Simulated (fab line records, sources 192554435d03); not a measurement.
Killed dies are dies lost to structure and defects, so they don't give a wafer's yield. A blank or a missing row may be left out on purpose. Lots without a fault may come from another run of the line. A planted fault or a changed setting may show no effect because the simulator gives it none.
fab line records | flow n5_finfet
record lots=5 wafers=15 last_day=19
route steps=1938 shown HKMG_FIN@440 BEOL_M4@1111 PASSIVATION@1936
lots that met no fault: from a run of the same line without faults
start_h: hours from the record's first day to the start of the lot's first wafer shown | wait_h: hours since the lot's step before | " the same as in the row above | L1.1+2: a row that stands for several wafers | - no value, or no start given | * or withheld: withheld | < > ~ a bound
route shown NAME@n: a module of which the file shows steps, and the number in the route of the first | usual: mean/standard deviation of fault-free wafers | same: alike in all rows | chamber/n: place in a boat | sites: the reading at each site | _std_site: their standard deviation | _edge_site: outer sites' mean less inner sites' | radius_mm: how far each site lies from the wafer's centre | mask NAME#n: copy n | behind: the tool/chamber that last shaped the wafer | hold: why the lot was held/for how many hours/how that ended | device: the transistor (n, p or np) that didn't switch | end of line: the same wafers' tests at the end of the route | a step without rows: its recipe alone | killed: dies lost to structure and defects at the first sort, not the wafer's yield | map: a wafer's dies, x killed, . not, _ none there
set.NAME: the setting as run; set.NAME@STEP: as run at that earlier step | model.NAME: the simulator's own value behind a step, which no gauge read
lots at some steps of the route; a table a step, a row a wafer
services: from which hour (start_h, from the record's first day; less than 0 if before it) a tool's chamber was out of use, for how many hours, and why
## steps
# step N5_HKMG_FIN_WET_ETCH_18
# recipe chemistry=SC1 target=TiN mix=1:1:5 temp_c=* time_s=55 target_depth_nm=5.2 dry=ipa_marangoni rinse_time_s=30 rinse_temp_c=23
# step N5_HKMG_FIN_STRIP_19
# recipe chemistry=N2/H2 power_w=2500 temp_c=300 h2_frac=0.65 time_s=360 pressure_mtorr=withheld n2_flow_sccm=1750 h2_flow_sccm=3250
# usual drypump_motor_current_A=6.37/0.081 h2_flow_sccm=3250/11 heater_power_w=450/24 n2_flow_sccm=1749/5.4 temp_c=300.04/0.2
# columns lot.wafer tool chamber start_h wait_h drypump_motor_current_A h2_flow_sccm heater_power_w n2_flow_sccm rf_hours_counter_h temp_c
L749.2 plasma_asher-02 1 76.22 0.0 6.44 3242 489 1747 44 300.46
L749.4 " 0 " " 6.23 3255 444 1741 - 300.07
L749.6 " 0 " " 6.23 3240 445 1742 - 299.81
L760.1 plasma_asher-01 1 145.55 0.0 6.39 3251 432 1759 85 300.48
L760.2 " 0 " " 6.45 3260 424 1755 85 299.67
L760.4 " 0 " " 6.45 3243 428 1754 - 299.79
L761.2 plasma_asher-02 0 149.73 0.0 6.23 3234 445 1748 59 299.95
L761.3 " 0 " " 6.23 3237 441 1747 - 299.91
L761.6 " 1 " " 6.39 3246 489 1746 - 299.85
L771.1 plasma_asher-02 0 208.24 0.0 6.25 3243 452 1755 72 299.97
L771.2 " 1 " " 6.43 3253 480 1753 72 300.13
L771.6 " 1 " " 6.43 3241 486 1753 - 300.01
L772.2 plasma_asher-01 1 213.29 0.0 6.36 3232 452 1749 99 299.86
L772.5 " 0 " " 6.41 3239 412 1741 - 299.80
L772.6 " 1 " " 6.40 3249 432 1742 - 300.13
# step N5_HKMG_FIN_ALD_91
# recipe material=TiN target_thk_a=10 temp_c=400 ald_precursor_family=TiCl4 ald_co_reactant=NH3 pulse_time_s=1 purge_time_s=3 co_reactant_purge_time_s=2 co_reactant_pulse_time_s=2 ald_cycles=47 pressure_torr=3
# usual chamber_pressure_Torr=2.999/0.0067 heater_power_w=860/110 precursor_pulse_height_rel=1.001/0.019
# same pulse_time_s=1
# columns lot.wafer tool chamber start_h wait_h chamber_pressure_Torr heater_power_w precursor_pulse_height_rel
L749.2 ald_metal-03 0 76.61 0.3 2.991 818 0.986
L749.4 " 1 " " 3.003 840 1.022
L749.6 " 3 " " 2.995 1038 1.036
L760.1 ald_metal-04 0 145.93 0.3 2.989 762 0.999
L760.2 " 3 " " 3.007 771 1.015
L760.4 " 2 " " 3.000 753 0.999
L761.2 ald_metal-03 0 150.11 0.3 2.983 817 1.029
L761.3 " 1 " " 3.008 908 0.979
L761.6 " 2 " " 3.001 1002 0.971
L771.1 ald_metal-01 0 208.62 0.3 2.999 939 0.986
L771.2 " 1 " " 3.009 1100 0.953
L771.6 " 2 " " 2.995 837 0.979
L772.2 ald_metal-03 0 213.67 0.3 2.986 813 0.989
L772.5 " 2 " " 3.008 1022 0.982
L772.6 " 1 " " 3.003 871 0.984
# step N5_HKMG_FIN_COAT_85
# recipe resist=SOC temp_c=250 time_s=60 spin_rpm=1500 resist_thk_nm=300
# step N5_HKMG_FIN_ETCH_86
# recipe chemistry=N2/H2 target=SOC target_depth_a=3932 stop_on=TiN ion_energy_ev=100 bias_w=61 pressure_mtorr=30 source_w=850 n2_flow_sccm=200 h2_flow_sccm=200
# step N5_HKMG_FIN_STRIP_89
# recipe chemistry=N2/H2 material=SOC time_s=20 power_w=500 temp_c=40 pressure_mtorr=50 rf_frequency_hz=6e+07 bias_power_w=8 h2_frac=0.5 n2_flow_sccm=300 h2_flow_sccm=300
# step N5_HKMG_FIN_WET_ETCH_87
# recipe chemistry=SC1 target=TiN mix=1:2:40 temp_c=50 time_s=154.2 target_depth_nm=4.7 dry=ipa_marangoni rinse_time_s=30 rinse_temp_c=23
# step N5_HKMG_FIN_STRIP_88
# recipe chemistry=N2/H2 power_w=2500 temp_c=300 h2_frac=0.65 time_s=360 pressure_mtorr=withheld n2_flow_sccm=1750 h2_flow_sccm=3250
# usual drypump_motor_current_A=6.37/0.087 h2_flow_sccm=3251/8.9 heater_power_w=452/24 n2_flow_sccm=1751/4.8 temp_c=300.01/0.2
# columns lot.wafer tool chamber start_h wait_h drypump_motor_current_A h2_flow_sccm heater_power_w n2_flow_sccm rf_hours_counter_h temp_c
L749.2 plasma_asher-02 1 77.20 0.0 6.45 3241 494 1754 44 300.08
L749.4 " 0 " " 6.24 3255 445 1744 - 300.10
L749.6 " 0 " " 6.27 3251 439 1748 - 299.96
L760.1 plasma_asher-02 1 146.52 0.0 6.44 3245 478 1747 58 299.49
L760.2 " 0 " " 6.25 3248 454 1745 58 300.08
L760.4 " 1 " " 6.44 3264 478 1752 - 299.88
L761.2 plasma_asher-02 0 150.70 0.0 6.22 3244 446 1743 59 300.33
L761.3 " 1 " " 6.45 3250 485 1758 - 300.11
L761.6 " 0 " " 6.22 3251 448 1751 - 300.13
L771.1 plasma_asher-01 0 209.21 0.0 6.45 3266 426 1748 98 300.21
L771.2 " 1 " " 6.37 3232 442 1756 98 300.20
L771.6 " 0 " " 6.44 3252 413 1754 - 300.18
L772.2 plasma_asher-02 0 214.26 0.0 6.26 3258 452 1753 73 299.95
L772.5 " 1 " " 6.44 3243 496 1751 - 300.13
L772.6 " 0 " " 6.25 3259 446 1755 - 299.90
# step N5_HKMG_FIN_NWFM_ALD_20
# recipe material=TiAlC target_thk_a=20 temp_c=300 ald_precursor_family=TiCl4 ald_co_reactant=TEA pulse_time_s=3 purge_time_s=2 co_reactant_purge_time_s=2 co_reactant_pulse_time_s=10 ald_cycles=7 pressure_torr=3
# usual chamber_pressure_Torr=3.000/0.0067 heater_power_w=487/59 precursor_pulse_height_rel=0.998/0.021
# same pulse_time_s=3
# columns lot.wafer tool chamber start_h wait_h chamber_pressure_Torr heater_power_w precursor_pulse_height_rel
L749.2 ald_metal-04 1 77.58 0.3 3.000 443 1.013
L749.4 " 3 " " 2.991 425 0.997
L749.6 " 0 " " 3.005 435 0.998
L760.1 ald_metal-01 2 146.91 0.3 2.997 471 0.961
L760.2 " 0 " " 2.987 524 1.019
L760.4 " 1 " " 3.002 598 1.002
L761.2 ald_metal-04 0 151.08 0.3 2.999 427 1.018
L761.3 " 3 " " 2.994 430 1.000
L761.6 " 2 " " 2.988 425 0.997
L771.1 ald_metal-01 3 209.59 0.3 3.012 431 0.970
L771.2 " 1 " " 3.000 584 1.007
L771.6 " 0 " " 2.997 530 0.993
L772.2 ald_metal-03 0 214.65 0.3 3.000 451 0.960
L772.5 " 1 " " 2.999 497 0.972
L772.6 " 2 " " 3.008 572 0.999
# step N5_HKMG_FIN_ALD_71
# recipe material=TiN target_thk_a=10 temp_c=400 ald_precursor_family=TiCl4 ald_co_reactant=NH3 pulse_time_s=1 purge_time_s=3 co_reactant_purge_time_s=2 co_reactant_pulse_time_s=2 ald_cycles=47 pressure_torr=3
# step N5_HKMG_FIN_COAT_66
# recipe resist=SOC temp_c=250 time_s=60 spin_rpm=1500 resist_thk_nm=300
# step N5_HKMG_FIN_ETCH_67
# recipe chemistry=N2/H2 target=SOC target_depth_a=3889 stop_on=TiN ion_energy_ev=100 bias_w=61 pressure_mtorr=30 source_w=850 n2_flow_sccm=200 h2_flow_sccm=200
# usual drypump_motor_current_A=5.7/0.53 h2_flow_sccm=200.0/0.59 n2_flow_sccm=200.0/0.62 oes_product_au=0.78/0.09 rf_vpp_V=240.9/1.4 showerhead_plenum_p_Torr=2.54/0.089 throttle_valve_pct=17.76/0.25
# columns lot.wafer tool chamber start_h wait_h drypump_motor_current_A h2_flow_sccm n2_flow_sccm oes_product_au rf_hours_counter_h rf_vpp_V showerhead_plenum_p_Torr throttle_valve_pct
L749.2 rie_diel-06 2 78.02 - 5.4 199.3 200.9 0.70 209 243.0 2.60 17.84
L749.4 " 2 " " 5.4 199.7 200.3 0.71 - 241.4 2.60 17.84
L749.6 " 0 " " 5.3 199.6 199.8 0.68 - 241.3 2.61 18.16
L760.1 rie_diel-03 0 147.34 - 5.2 200.0 199.8 0.79 93 243.1 2.65 17.73
L760.2 " 1 " " 6.3 199.0 199.4 0.80 85 241.6 2.56 17.33
L760.4 " 3 " " 5.7 200.0 200.9 0.82 80 239.5 2.46 17.64
L761.2 rie_diel-03 0 151.52 - 5.1 200.8 200.1 0.78 95 242.9 2.65 17.71
L761.3 " 1 " " 6.3 199.9 200.6 0.79 87 242.4 2.56 17.36
L761.6 " 1 " " 6.3 200.2 199.4 0.81 - 240.9 2.56 17.33
L771.1 rie_diel-06 2 210.03 - 5.4 199.8 200.1 0.68 251 242.6 2.58 17.93
L771.2 " 0 " " 5.3 200.0 200.9 0.89 26 242.0 2.59 17.76
L771.6 " 2 " " 5.4 201.2 199.8 0.68 - 242.5 2.58 17.90
L772.2 rie_diel-04 2 215.15 - 6.8 199.8 200.3 0.67 227 241.2 2.51 18.27
L772.5 " 1 " " 5.7 200.3 200.4 0.74 - 239.8 2.42 17.48
L772.6 " 2 " " 6.8 199.8 199.8 0.67 - 241.1 2.51 18.27
# step N5_HKMG_FIN_STRIP_90
# recipe chemistry=N2/H2 material=SOC time_s=20 power_w=500 temp_c=40 pressure_mtorr=50 rf_frequency_hz=6e+07 bias_power_w=8 h2_frac=0.5 n2_flow_sccm=300 h2_flow_sccm=300
# usual drypump_motor_current_A=5.7/0.53 h2_flow_sccm=300.0/0.88 n2_flow_sccm=300.0/0.89 oes_product_au=0.79/0.094 power_w=500.1/1.4 rf_vpp_V=54.3/0.79 showerhead_plenum_p_Torr=3.36/0.11 temp_c=39.99/0.12 throttle_valve_pct=18.9/0.37
# columns lot.wafer tool chamber start_h wait_h drypump_motor_current_A h2_flow_sccm n2_flow_sccm oes_product_au power_w rf_hours_counter_h rf_vpp_V showerhead_plenum_p_Torr temp_c throttle_valve_pct
L749.2 rie_diel-06 2 78.08 0.0 5.3 299.9 300.3 0.72 496.6 210 54.9 3.43 40.10 18.9
L749.4 " 2 " " 5.3 301.4 299.2 0.72 500.0 - 54.8 3.43 40.13 18.9
L749.6 " 0 " " 5.3 298.8 300.2 0.68 500.5 - 53.9 3.44 40.04 19.5
L760.1 rie_diel-03 0 147.40 0.0 5.2 299.7 300.4 0.80 500.2 93 53.8 3.50 40.06 18.7
L760.2 " 1 " " 6.3 300.8 301.2 0.81 500.7 85 53.4 3.38 39.86 18.2
L760.4 " 3 " " 5.7 299.4 298.9 0.84 500.3 80 53.6 3.26 39.96 18.9
L761.2 rie_diel-03 0 151.58 0.0 5.2 300.6 300.6 0.80 501.4 95 56.1 3.50 39.87 18.7
L761.3 " 1 " " 6.3 300.4 298.7 0.83 519.3 87 54.3 3.38 40.05 18.2
L761.6 " 1 " " 6.3 300.0 300.4 0.83 519.4 - 55.2 3.38 40.12 18.2
L771.1 rie_diel-06 2 210.09 0.0 5.4 299.8 298.8 0.69 502.5 251 54.5 3.41 40.00 19.0
L771.2 " 0 " " 5.3 300.3 300.0 0.89 499.4 26 55.1 3.42 40.09 19.1
L771.6 " 2 " " 5.4 300.5 299.4 0.69 501.9 - 54.3 3.41 39.79 19.0
L772.2 rie_diel-04 2 215.21 0.0 6.8 299.7 299.0 0.67 498.5 228 53.2 3.32 39.91 19.4
L772.5 " 1 " " 5.7 299.6 299.8 0.75 499.5 - 54.5 3.21 39.77 18.4
L772.6 " 2 " " 6.8 301.2 300.5 0.67 498.5 - 54.8 3.32 40.02 19.4
# step N5_HKMG_FIN_WET_ETCH_73
# recipe chemistry=SC1 mix=1:2:40 temp_c=50 time_s=42.3 target_depth_nm=1.3 dry=ipa_marangoni rinse_time_s=30 rinse_temp_c=23
# step N5_BEOL_M4_RC_MEAS_101
# usual DIBL_N=36.0/2.2 DIBL_P=36.2/2.4 IOFF_N=0.16/0.035 IOFF_P=0.21/0.037 ION_N=672/13 ION_P=461/7 SS_N=71.4/0.69 SS_P=73.2/0.75 VT_N=250/3.4 VT_P=-251/3
# columns lot.wafer tool chamber start_h wait_h DIBL_N[mV/V] DIBL_P[mV/V] IOFF_N[nA/um] IOFF_P[nA/um] ION_N[uA/um] ION_P[uA/um] SS_N[mV/dec] SS_P[mV/dec] VT_N[mV] VT_P[mV]
L749.2 prober-01 0 205.17 0.2 36.3 36.5 0.16 0.20 671 455 72.0 73.4 250 -253
L749.4 " 0 " " 35.2 36.3 0.15 0.20 683 467 70.9 73.0 247 -252
L749.6 " 0 " " 36.4 37.6 0.18 0.21 677 460 72.2 73.9 244 -252
L761.2 prober-02 0 271.29 0.2 37.4 36.5 0.17 0.20 677 461 70.9 73.8 249 -253
L761.3 " 0 " " 36.3 35.0 0.14 0.18 668 459 71.7 72.9 252 -254
L761.6 " 0 " " 37.8 37.1 0.17 0.21 687 464 71.2 73.6 248 -250
L760.1 prober-02 0 272.79 0.0 34.9 36.2 0.15 0.19 666 456 71.9 73.1 248 -252
L760.2 " 0 " " 35.6 36.9 0.17 0.22 678 459 72.1 73.2 250 -250
L760.4 " 0 " " 35.9 37.3 0.17 0.22 669 458 71.5 73.8 248 -253
L771.1 prober-02 0 338.03 0.0 31.7 32.4 0.11 0.14 658 455 70.7 72.2 257 -258
L771.2 " 0 " " 32.4 33.1 0.11 0.15 669 459 70.8 72.2 255 -256
L771.6 " 0 " " 31.6 31.1 0.11 0.13 657 447 70.8 71.9 253 -255
L772.2 prober-01 0 341.25 0.2 38.0 36.8 0.19 0.22 691 470 71.4 73.7 244 -248
L772.5 " 0 " " 38.4 37.7 0.18 0.24 679 466 71.6 73.9 247 -250
L772.6 " 0 " " 39.5 40.4 0.24 0.29 702 484 72.3 74.4 245 -247
# step N5_PASSIVATION_PROBE_49
# usual defect_limited_yield=91.2/1.4 killed_at_M0_to_M3=34/9.4 killed_at_M4_up=14/5.6 killed_at_contacts=13/7.8 killed_at_front_end=37/10 killed_at_other=4/3.3 killed_dies=103/17 killed_on_rim=14/3.5 killed_open=68/13 killed_short=33/8.2 sort_bin_5_function=5.1/0.92 sort_bin_6_memory=3.3/0.71 sort_n_pass=1077/17 sort_yield_pct=91.2/1.4
# same gross_dies=1180 killed_at_back_side=0 sort_bin_4_leakage[%]=0 sort_bin_8_speed[%]=0
# columns lot.wafer tool chamber start_h wait_h defect_limited_yield[%] killed_at_M0_to_M3 killed_at_M4_up killed_at_contacts killed_at_front_end killed_at_other killed_dies killed_on_rim killed_open killed_short sort_bin_5_function[%] sort_bin_6_memory[%] sort_n_pass sort_yield_pct[%]
L749.2 prober-02 - 310.52 0.1 91.4 36 3 31 28 4 102 11 71 30 5.1 3.1 1078 91.4
L749.4 prober-02 - 310.62 0.2 91.9 25 11 32 22 5 95 13 58 31 5.0 2.5 1085 91.9
L749.6 prober-02 - 310.72 0.3 88.1 31 7 51 51 1 141 16 101 40 6.8 4.7 1039 88.1
L760.1 prober-01 - 377.92 0.0 91.4 43 22 8 27 1 101 20 71 29 5.5 2.6 1079 91.4
L760.2 prober-01 - 377.97 0.1 89.6 48 21 6 47 1 123 13 91 32 6.1 3.8 1057 89.6
L760.4 prober-01 - 378.07 0.2 90.5 54 11 7 38 2 112 18 63 41 4.5 3.6 1068 90.5
L761.2 prober-01 - 381.64 0.1 90.8 35 10 21 40 2 108 17 74 34 5.8 3.0 1072 90.8
L761.3 prober-01 - 381.69 0.1 94.9 18 9 11 17 5 60 10 38 17 3.3 1.4 1120 94.9
L761.6 prober-01 - 381.84 0.3 90.4 32 7 33 34 7 113 11 76 34 5.6 3.5 1067 90.4
L772.2 prober-02 - 441.06 0.2 90.8 37 18 8 45 1 109 16 75 33 4.9 4.1 1071 90.8
L772.5 prober-02 - 441.21 0.3 90.2 51 17 9 37 2 116 18 59 55 5.7 3.6 1064 90.2
L772.6 prober-02 - 441.26 0.4 91.9 43 21 11 17 4 96 13 67 26 4.2 3.6 1084 91.9
L771.1 prober-02 - 452.51 0.0 93.7 27 8 3 32 4 74 8 41 32 3.6 2.3 1106 93.7
L771.2 prober-02 - 452.56 0.1 91.3 40 14 9 35 5 103 14 56 42 5.2 2.7 1077 91.3
L771.6 prober-02 - 452.76 0.3 90.7 39 20 10 34 7 110 16 76 34 5.8 3.3 1070 90.7
# killed by level:class
L749.2 MOL_CONTACT_COAG:geometric_particle:open=25 BEOL_M3:geometric_particle:open=9 BEOL_M0_SAQP:geometric_particle:open=8 BEOL_M0_SAQP:geometric_particle:short=8 FIN_SAQP:geometric_particle:open=6 MOL_CONTACT_COAG:geometric_particle:short=6 BEOL_M2:geometric_particle:open=5 FIN_SAQP:geometric_particle:short=4
L749.4 MOL_CONTACT_COAG:geometric_particle:open=25 MOL_CONTACT_COAG:geometric_particle:short=7 BEOL_M1:geometric_particle:open=7 BEOL_M0_SAQP:geometric_particle:short=5 BEOL_M1:geometric_particle:short=5 HKMG_FIN:area_etch=5 DUMMY_GATE:geometric_particle:open=3 BEOL_M0_SAQP:geometric_particle:open=3
L749.6 MOL_CONTACT_COAG:geometric_particle:open=42 STI_FIN_REVEAL:geometric_particle:open=13 FIN_SAQP:geometric_particle:short=9 MOL_CONTACT_COAG:geometric_particle:short=9 FIN_SAQP:geometric_particle:open=7 BEOL_M0_SAQP:geometric_particle:short=7 BEOL_M2:geometric_particle:open=7 DUMMY_GATE:geometric_particle:open=5
L760.1 BEOL_M0_SAQP:geometric_particle:open=18 BEOL_M0_SAQP:geometric_particle:short=12 STI_FIN_REVEAL:geometric_particle:open=11 MOL_CONTACT_COAG:geometric_particle:open=8 BEOL_M5:geometric_particle:open=7 BEOL_M2:geometric_particle:open=6 GATE_CUT:geometric_particle:short=5 BEOL_M1:geometric_particle:open=5
L760.2 STI_FIN_REVEAL:geometric_particle:open=16 BEOL_M0_SAQP:geometric_particle:open=15 BEOL_M0_SAQP:geometric_particle:short=11 FIN_SAQP:geometric_particle:open=9 BEOL_M5:geometric_particle:open=9 BEOL_M1:geometric_particle:open=8 BEOL_M2:geometric_particle:open=7 MOL_CONTACT_COAG:geometric_particle:open=6
L760.4 BEOL_M0_SAQP:geometric_particle:short=18 BEOL_M0_SAQP:geometric_particle:open=11 FIN_SAQP:geometric_particle:open=9 BEOL_M2:geometric_particle:open=8 FIN_SAQP:geometric_particle:short=7 BEOL_M1:geometric_particle:open=7 HKMG_FIN:area_etch=7 BEOL_M0:geometric_particle:short=6
L761.2 MOL_CONTACT_COAG:geometric_particle:open=17 STI_FIN_REVEAL:geometric_particle:open=11 BEOL_M1:geometric_particle:open=9 BEOL_M3:geometric_particle:open=8 BEOL_M0_SAQP:geometric_particle:short=5 FIN_SAQP:geometric_particle:open=4 FIN_SAQP:geometric_particle:short=4 MOL_CONTACT_COAG:geometric_particle:short=4
L761.3 MOL_CONTACT_COAG:geometric_particle:open=9 BEOL_M3:geometric_particle:open=7 FIN_SAQP:geometric_particle:open=3 BEOL_M0_SAQP:geometric_particle:short=3 HKMG_FIN:area_etch=3 FIN_SAQP:geometric_particle:short=2 STI_FIN_REVEAL:geometric_particle:open=2 DUMMY_GATE:geometric_particle:open=2
L761.6 MOL_CONTACT_COAG:geometric_particle:open=25 FIN_SAQP:geometric_particle:short=10 MOL_CONTACT_COAG:geometric_particle:short=8 BEOL_M0_SAQP:geometric_particle:open=8 BEOL_M3:geometric_particle:open=7 FIN_SAQP:geometric_particle:open=6 STI_FIN_REVEAL:geometric_particle:open=6 BEOL_M1:geometric_particle:open=6
L772.2 STI_FIN_REVEAL:geometric_particle:open=19 BEOL_M4:geometric_particle:open=10 FIN_SAQP:geometric_particle:open=6 FIN_SAQP:geometric_particle:short=6 MOL_CONTACT_COAG:geometric_particle:open=6 BEOL_M3:geometric_particle:open=6 BEOL_M1:geometric_particle:short=5 BEOL_M1:geometric_particle:open=5
L772.5 BEOL_M0_SAQP:geometric_particle:short=15 BEOL_M0_SAQP:geometric_particle:open=10 DUMMY_GATE:geometric_particle:open=10 BEOL_M4:geometric_particle:open=9 FIN_SAQP:geometric_particle:short=7 DUMMY_GATE:geometric_particle:short=7 MOL_CONTACT_COAG:geometric_particle:open=7 FIN_SAQP:geometric_particle:open=5
L772.6 BEOL_M4:geometric_particle:open=14 BEOL_M1:geometric_particle:open=12 MOL_CONTACT_COAG:geometric_particle:open=7 BEOL_M0_SAQP:geometric_particle:short=7 BEOL_M0_SAQP:geometric_particle:open=7 BEOL_M1:geometric_particle:short=6 BEOL_M2:geometric_particle:open=5 FIN_SAQP:geometric_particle:open=4
L771.1 STI_FIN_REVEAL:geometric_particle:open=7 BEOL_M2:geometric_particle:open=7 FIN_SAQP:geometric_particle:short=6 BEOL_M0_SAQP:geometric_particle:short=5 FIN_SAQP:geometric_particle:open=4 BEOL_M0_SAQP:geometric_particle:open=4 BEOL_M2:geometric_particle:short=4 BEOL_M3:geometric_particle:open=4
L771.2 BEOL_M2:geometric_particle:open=15 BEOL_M0_SAQP:geometric_particle:short=10 BEOL_M4:geometric_particle:open=9 MOL_CONTACT_COAG:geometric_particle:open=8 FIN_SAQP:geometric_particle:short=7 BEOL_M2:geometric_particle:short=7 STI_FIN_REVEAL:geometric_particle:open=5 HKMG_FIN:area_etch=5
L771.6 BEOL_M2:geometric_particle:open=12 BEOL_M4:geometric_particle:open=11 MOL_CONTACT_COAG:geometric_particle:open=9 STI_FIN_REVEAL:geometric_particle:open=8 BEOL_M2:geometric_particle:short=8 BEOL_M3:geometric_particle:open=8 DUMMY_GATE:geometric_particle:open=5 BEOL_M0_SAQP:geometric_particle:short=5
## services
# columns tool chamber start_h hours kind
ald_metal-03 3 52.45 23.8 repair
rie_diel-06 3 70.48 - clean
rie_diel-06 3 70.48 - consumable_replace:focus_ring
rie_diel-06 3 70.48 - consumable_replace:showerhead
rie_diel-06 3 70.48 28.0 scheduled_down
rie_diel-06 3 70.48 28.0 vent_cycle
rie_diel-03 0 72.76 9.1 repair
rie_diel-06 - 74.08 0.7 repair
rie_diel-06 0 112.78 - clean
rie_diel-06 0 112.78 - consumable_replace:focus_ring
rie_diel-06 0 112.78 17.8 scheduled_down
rie_diel-06 0 112.78 17.8 vent_cycle
plasma_asher-01 - 116.91 6.5 repair
ald_metal-04 - 119.93 0.2 repair
ald_metal-04 1 132.88 8.0 repair
ald_metal-03 - 141.03 0.8 repair
rie_diel-04 2 142.43 9.2 repair
rie_diel-04 3 166.11 2.1 repair
rie_diel-06 - 202.66 1.0 repair
ald_metal-04 - 206.18 28.1 pm
## key
first_sign step=N5_HKMG_FIN_STRIP_90 reading=power_w direction=up sigmas=14 usual=* struck=*
effect none on later readings
met_at N5_HKMG_FIN_STRIP_90
struck_wafers L761.3,L761.6
onset_between 147.40 151.58
fault kind=process_parameter_drift tool=rie_diel-03 chamber=1 onset_h=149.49 steps=N5_HKMG_FIN_STRIP_90 channel=power_w offset=* shape=step end_h=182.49 acts_in=* stated=*
